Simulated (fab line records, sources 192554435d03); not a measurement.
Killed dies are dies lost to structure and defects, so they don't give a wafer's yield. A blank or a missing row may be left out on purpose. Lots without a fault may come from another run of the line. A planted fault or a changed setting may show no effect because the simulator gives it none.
Which tool did it? | flow n5_finfet | 9 lots, 27 wafers sampled, at 5 steps of a route of 1938

WHAT THE GAUGES READ, wafer by wafer
N5_BEOL_M4_RC_MEAS_101.
lot  | measured     | on        | DIBL_N (mV/V)
L316 | day 8 08:05  | prober-01 | 38.7 37.0 35.7
L317 | day 8 19:19  | prober-02 | 37.0 37.2 36.3
L318 | day 9 00:58  | prober-01 | 37.8 36.9 35.3
L324 | day 10 10:58 | prober-02 | 34.3 36.5 35.7
L326 | day 10 23:34 | prober-01 | 38.1 38.0 37.0
L331 | day 11 21:56 | prober-02 | 40.4 37.3 37.1
L332 | day 13 09:46 | prober-02 | 39.9 38.7 39.5
L333 | day 13 08:39 | prober-01 | 39.6 37.1 37.6
L334 | day 13 12:13 | prober-01 | 36.6 36.6 37.1

WHICH TOOL RAN EACH LOT (tool, then ch and the chambers of the sampled wafers, then the start)
lot  | N5_HKMG_FIN_HK_ALD_01           | N5_HKMG_FIN_HK_ANNEAL_02        | N5_HKMG_FIN_DESCUM_53             | N5_HKMG_FIN_ETCH_54
L316 | ald_hk-03 ch 1,3, day 4 13:35   | rtp_anneal-01 ch 0, day 4 13:50 | rie_diel-01 ch 0,3, day 4 14:50   | rie_diel-01 ch 0,3, day 4 14:52
L317 | ald_hk-01 ch 0,1,2, day 4 22:11 | rtp_anneal-02 ch 0, day 4 22:22 | rie_diel-03 ch 0,1, day 4 23:13   | rie_diel-03 ch 0,1, day 4 23:16
L318 | ald_hk-01 ch 0,2, day 5 01:13   | rtp_anneal-02 ch 0, day 5 01:27 | rie_diel-03 ch 0,1,2, day 5 02:14 | rie_diel-03 ch 0,1,2, day 5 02:16
L324 | ald_hk-03 ch 1,2,3, day 6 18:38 | rtp_anneal-02 ch 0, day 6 18:49 | rie_diel-03 ch 3, day 6 19:43     | rie_diel-03 ch 3, day 6 19:46
L326 | ald_hk-01 ch 1,2,3, day 7 07:10 | rtp_anneal-01 ch 0, day 7 07:25 | rie_diel-03 ch 1,3, day 7 08:22   | rie_diel-03 ch 1,3, day 7 08:25
L331 | ald_hk-01 ch 0,2, day 8 04:43   | rtp_anneal-02 ch 0, day 8 05:07 | rie_diel-01 ch 1,3, day 8 05:56   | rie_diel-01 ch 1,3, day 8 05:58
L332 | ald_hk-03 ch 0,1,2, day 8 19:08 | rtp_anneal-02 ch 0, day 8 19:25 | rie_diel-01 ch 0,2,3, day 8 20:11 | rie_diel-01 ch 0,2,3, day 8 20:13
L333 | ald_hk-01 ch 0,1,3, day 8 21:28 | rtp_anneal-01 ch 0, day 8 21:40 | rie_diel-01 ch 0,2,3, day 8 22:31 | rie_diel-01 ch 0,2,3, day 8 22:32
L334 | ald_hk-03 ch 1,2,3, day 9 03:59 | rtp_anneal-01 ch 0, day 9 04:10 | rie_diel-01 ch 0,1,2, day 9 05:01 | rie_diel-01 ch 0,1,2, day 9 05:03
- N5_HKMG_FIN_HK_ALD_01: deposits HfO2, target thk 1.6 nm, pulse time 3 s, purge time 3 s.
- N5_HKMG_FIN_HK_ANNEAL_02: time 30 s.
- N5_HKMG_FIN_DESCUM_53: chemistry O2, time 7.9 s.
- N5_HKMG_FIN_ETCH_54: etches SiARC in CF4, target depth 45.5 nm, time 75.8 s.

THE ANSWER, worked out from the rows above alone
Rule: what is usual is taken from the lots themselves. Put in order of their means at a reading, lots are off if they are a third of the lots or fewer, leave a main group of 4 or more, and stand apart from it by a gap of 3 or more times the standard deviation of the main group's means; of several such gaps the widest counts. A main group whose means are all the same, to the digits that the tables above print for the reading, isn't used. A lot without any number at a reading at which 4 lots or more have one is off too. The other lots that the step has rows for count as sound.
No lot is off at any reading shown: from this, nothing can be told.

WHAT THE SIMULATOR HAD PUT IN
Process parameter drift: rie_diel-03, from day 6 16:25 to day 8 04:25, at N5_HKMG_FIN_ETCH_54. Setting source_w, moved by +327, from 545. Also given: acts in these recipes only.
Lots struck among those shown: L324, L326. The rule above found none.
